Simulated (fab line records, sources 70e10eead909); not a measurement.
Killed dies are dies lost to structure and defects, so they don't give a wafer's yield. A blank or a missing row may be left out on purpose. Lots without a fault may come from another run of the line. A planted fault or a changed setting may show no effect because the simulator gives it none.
Which tool did it? | flow nand_harc | 11 lots, 33 wafers sampled, at 5 steps of a route of 1302

WHAT THE GAUGES READ, wafer by wafer
NHARC_A_CONTACT_CD_MEAS_69: target cd 300 nm. Usual: cd_nm 300.0 nm, standard deviation 0.7.
lot  | measured     | on        | cd_nm (nm)        | flag
L142 | day 22 18:25 | cd_sem-01 | 300.1 300.6 301.4 |
L141 | day 22 23:17 | cd_sem-03 | 299.8 300.3 300.0 |
L143 | day 23 06:14 | cd_sem-02 | 300.1 299.7 300.2 |
L145 | day 24 15:18 | cd_sem-01 | 300.5 299.7 300.0 |
L149 | day 25 23:35 | cd_sem-03 | 299.8 298.6 299.6 |
L150 | day 26 01:00 | cd_sem-03 | 316.0 317.0 316.6 | OFF
L153 | day 27 21:27 | cd_sem-03 | 312.9 311.9 312.3 | OFF
L156 | day 28 23:47 | cd_sem-01 | 300.4 300.6 301.4 |
L159 | day 29 18:25 | cd_sem-01 | 300.3 301.0 301.6 |
L157 | day 29 20:37 | cd_sem-01 | 299.0 299.5 298.9 |
L160 | day 31 11:50 | cd_sem-02 | 300.1 300.7 300.8 |

WHICH TOOL RAN EACH LOT (tool, then ch and the chambers of the sampled wafers, then the start)
lot  | NHARC_A_CONTACT_ETCH_102           | NHARC_A_CONTACT_STRIP_55                      | NHARC_A_CONTACT_DEP_58          | NHARC_A_CONTACT_EXPOSE_66
L142 | rie_diel-04 ch 0,2,3, day 22 12:02 | rie_diel-04 ch 1,2,3, day 22 17:41 or earlier | pecvd-03 ch 0,1,2, day 22 17:41 | arfi_scanner-03 ch 0, day 22 18:16
L141 | rie_diel-05 ch 0,2, day 22 13:46   | rie_diel-05 ch 1,2, day 22 22:45 or earlier   | pecvd-02 ch 1,2, day 22 22:45   | arfi_scanner-03 ch 0, day 22 23:09
L143 | rie_diel-09 ch 0,2,3, day 22 23:47 | rie_diel-09 ch 0,2,3, day 23 05:30 or earlier | pecvd-03 ch 0,1,2, day 23 05:30 | arfi_scanner-02 ch 0, day 23 06:05
L145 | rie_diel-05 ch 0,1, day 24 06:34   | rie_diel-05 ch 2,3, day 24 14:36 or earlier   | pecvd-03 ch 0,1,2, day 24 14:36 | arfi_scanner-02 ch 0, day 24 15:10
L149 | rie_diel-09 ch 1,2,3, day 25 17:28 | rie_diel-09 ch 0,1, day 25 22:52 or earlier   | pecvd-03 ch 1,2, day 25 22:52   | arfi_scanner-03 ch 0, day 25 23:27
L150 | rie_diel-09 ch 2,3, day 25 20:22   | rie_diel-09 ch 2,3, day 26 00:16 or earlier   | pecvd-04 ch 0,1,2, day 26 00:16 | arfi_scanner-02 ch 0, day 26 00:52
L153 | rie_diel-05 ch 1,2,3, day 27 14:25 | rie_diel-05 ch 0,1,3, day 27 20:46 or earlier | pecvd-03 ch 0,1, day 27 20:46   | arfi_scanner-02 ch 0, day 27 21:19
L156 | rie_diel-09 ch 1,3, day 28 19:09   | rie_diel-09 ch 0,2, day 28 23:04 or earlier   | pecvd-02 ch 0,1,2, day 28 23:04 | arfi_scanner-01 ch 0, day 28 23:38
L159 | rie_diel-05 ch 1,2,3, day 29 13:23 | rie_diel-05 ch 0,2,3, day 29 17:49 or earlier | pecvd-03 ch 0,1,2, day 29 17:49 | arfi_scanner-01 ch 0, day 29 18:16
L157 | rie_diel-04 ch 1,3, day 29 14:59   | rie_diel-04 ch 1,2,3, day 29 19:52 or earlier | pecvd-03 ch 1,2, day 29 19:52   | arfi_scanner-03 ch 0, day 29 20:28
L160 | rie_diel-09 ch 2,3, day 31 02:12   | rie_diel-09 ch 0,2,3, day 31 11:08 or earlier | pecvd-04 ch 0,1,2, day 31 11:08 | arfi_scanner-01 ch 0, day 31 11:42
- NHARC_A_CONTACT_ETCH_102: etches the open film in CF4/O2, target depth 100 nm, overetch 10 nm, time 55 s.
- NHARC_A_CONTACT_STRIP_55: strips in O2.
- NHARC_A_CONTACT_DEP_58: deposits SiON, target thk 90 nm.
- NHARC_A_CONTACT_EXPOSE_66: exposes mask A CC 2.

WHAT THE TOOLS THEMSELVES READ (means of the sampled wafers that have a number; where no wafer has one, the mark that the record gives instead)
NHARC_A_CONTACT_ETCH_102. Usual: drypump_motor_current_A 5.4 A, standard deviation 0.48; oes_o_777_au 1.000 a.u., standard deviation 0.0043; oes_product_au 1.000 a.u., standard deviation 0.011; rf_vpp_V 197.5 V, standard deviation 1.7; showerhead_plenum_p_Torr 1.32 Torr, standard deviation 0.074; throttle_valve_pct 13.398 %, standard deviation 0.009.
lot  | tool        | drypump_motor_current_A (A) | oes_o_777_au (a.u.) | oes_product_au (a.u.) | rf_vpp_V (V) | showerhead_plenum_p_Torr (Torr) | throttle_valve_pct (%) | flag
L142 | rie_diel-04 | 5.8                         | 0.997               | 0.993                 | 198.3        | 1.36                            | 13.406                 |
L141 | rie_diel-05 | 5.8                         | 0.996               | 1.011                 | 196.3        | 1.25                            | 13.392                 |
L143 | rie_diel-09 | 5.1                         | 1.002               | 1.004                 | 197.2        | 1.34                            | 13.396                 |
L145 | rie_diel-05 | 5.6                         | 1.006               | 1.004                 | 195.4        | 1.29                            | 13.386                 |
L149 | rie_diel-09 | 5.4                         | 1.002               | 1.002                 | 198.1        | 1.31                            | 13.389                 |
L150 | rie_diel-09 | 5.2                         | 1.004               | 1.002                 | 198.2        | 1.38                            | 13.400                 |
L153 | rie_diel-05 | 5.3                         | 1.004               | 0.995                 | 198.7        | 1.38                            | 13.400                 |
L156 | rie_diel-09 | 5.7                         | 1.003               | 0.998                 | 198.4        | 1.37                            | 13.396                 |
L159 | rie_diel-05 | 5.3                         | 1.003               | 1.004                 | 199.2        | 1.38                            | 13.400                 |
L157 | rie_diel-04 | 5.9                         | 0.998               | 1.005                 | 196.7        | 1.33                            | 13.388                 |
L160 | rie_diel-09 | 5.0                         | 1.005               | 1.009                 | 197.5        | 1.31                            | 13.400                 |

NHARC_A_CONTACT_STRIP_55. Usual: drypump_motor_current_A 5.5 A, standard deviation 0.47; oes_product_au 1.000 a.u., standard deviation 0.01; rf_vpp_V 57.6 V, standard deviation 1; showerhead_plenum_p_Torr 3.49 Torr, standard deviation 0.18; throttle_valve_pct 17.036 %, standard deviation 0.0093.
lot  | tool        | drypump_motor_current_A (A) | oes_product_au (a.u.) | rf_vpp_V (V) | showerhead_plenum_p_Torr (Torr) | throttle_valve_pct (%) | flag
L142 | rie_diel-04 | 5.8                         | 0.999                 | 58.6         | 3.59                            | 17.035                 |
L141 | rie_diel-05 | 5.5                         | 0.998                 | 57.5         | 3.38                            | 17.034                 |
L143 | rie_diel-09 | 5.2                         | 0.997                 | 58.5         | 3.53                            | 17.037                 |
L145 | rie_diel-05 | 5.5                         | 1.006                 | 56.1         | 3.37                            | 17.031                 |
L149 | rie_diel-09 | 5.8                         | 0.997                 | 57.4         | 3.34                            | 17.038                 |
L150 | rie_diel-09 | 5.0                         | 1.003                 | 56.6         | 3.48                            | 17.044                 |
L153 | rie_diel-05 | 5.4                         | 0.994                 | 57.2         | 3.48                            | 17.032                 |
L156 | rie_diel-09 | 5.0                         | 1.014                 | 56.9         | 3.39                            | 17.030                 |
L159 | rie_diel-05 | 5.7                         | 1.005                 | 56.8         | 3.55                            | 17.025                 |
L157 | rie_diel-04 | 5.8                         | 0.998                 | 57.8         | 3.56                            | 17.034                 |
L160 | rie_diel-09 | 5.2                         | 1.008                 | 57.1         | 3.51                            | 17.035                 |

NHARC_A_CONTACT_DEP_58. Usual: heater_power_outer_w 457 W, standard deviation 100; heater_power_w 737 W, standard deviation 120.
lot  | tool     | heater_power_outer_w (W) | heater_power_w (W) | flag
L142 | pecvd-03 | 351                      | 589                |
L141 | pecvd-02 | 515                      | 867                |
L143 | pecvd-03 | 366                      | 610                |
L145 | pecvd-03 | 356                      | 605                |
L149 | pecvd-03 | 360                      | 629                |
L150 | pecvd-04 | 522                      | 776                |
L153 | pecvd-03 | 408                      | 653                |
L156 | pecvd-02 | 505                      | 829                |
L159 | pecvd-03 | 369                      | 623                |
L157 | pecvd-03 | 373                      | 650                |
L160 | pecvd-04 | 509                      | 763                |

NHARC_A_CONTACT_EXPOSE_66. Usual: exposure_dose_mJ_cm2 59.02, standard deviation 0.06.
lot  | tool            | exposure_dose_mJ_cm2 | flag
L142 | arfi_scanner-03 | 59.03                |
L141 | arfi_scanner-03 | 58.95                |
L143 | arfi_scanner-02 | 58.99                |
L145 | arfi_scanner-02 | 59.07                |
L149 | arfi_scanner-03 | 59.06                |
L150 | arfi_scanner-02 | 79.10                | OFF
L153 | arfi_scanner-02 | 75.07                | OFF
L156 | arfi_scanner-01 | 58.98                |
L159 | arfi_scanner-01 | 59.01                |
L157 | arfi_scanner-03 | 59.00                |
L160 | arfi_scanner-01 | 59.08                |

THE ANSWER, worked out from the rows above alone
Rule: a lot is off if the mean of its wafers that have a number lies more than 3 standard deviations from the usual mean. A lot without any number at a reading at which 4 lots or more have one is off too. The other lots that the step has rows for count as sound. The gauges are gone through in route order, then the tools' own readings, and for those a lot's mean is taken as printed above. The first step at which some lot is off is used, and at that step the reading that is off furthest; a lot without a number counts as furthest.
Off: L150, L153, at NHARC_A_CONTACT_CD_MEAS_69 (cd_nm).
A tool fits if, at a process step before that reading, it ran every lot that is off, and no sound lot after the first of them. The gauges at NHARC_A_CONTACT_CD_MEAS_69 aren't tried: what is off there is off at NHARC_A_CONTACT_EXPOSE_66 too, on other tools, and a gauge's error can't cause that. NHARC_A_CONTACT_STRIP_55 gives no start for some lots, so the hours and the order of its lots are those of NHARC_A_CONTACT_DEP_58. One fits: arfi_scanner-02 at NHARC_A_CONTACT_EXPOSE_66. Its last sound lot is L145 (day 24 15:10), its first lot that is off L150 (day 26 00:52): a fault that began between those two fits.
The tool's own readings at NHARC_A_CONTACT_EXPOSE_66 bear it out: on the lots that are off they differ by more than 5 times the standard deviation of the sound lots' means. exposure_dose_mJ_cm2 reads 77.08 there against 59.02 on the sound lots.

WHAT THE SIMULATOR HAD PUT IN
Process parameter drift: arfi_scanner-02, from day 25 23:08 on, at NHARC_A_CONTACT_EXPOSE_66. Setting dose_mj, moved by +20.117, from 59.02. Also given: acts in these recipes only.
Lots struck among those shown: L150, L153. The rule above found the same.
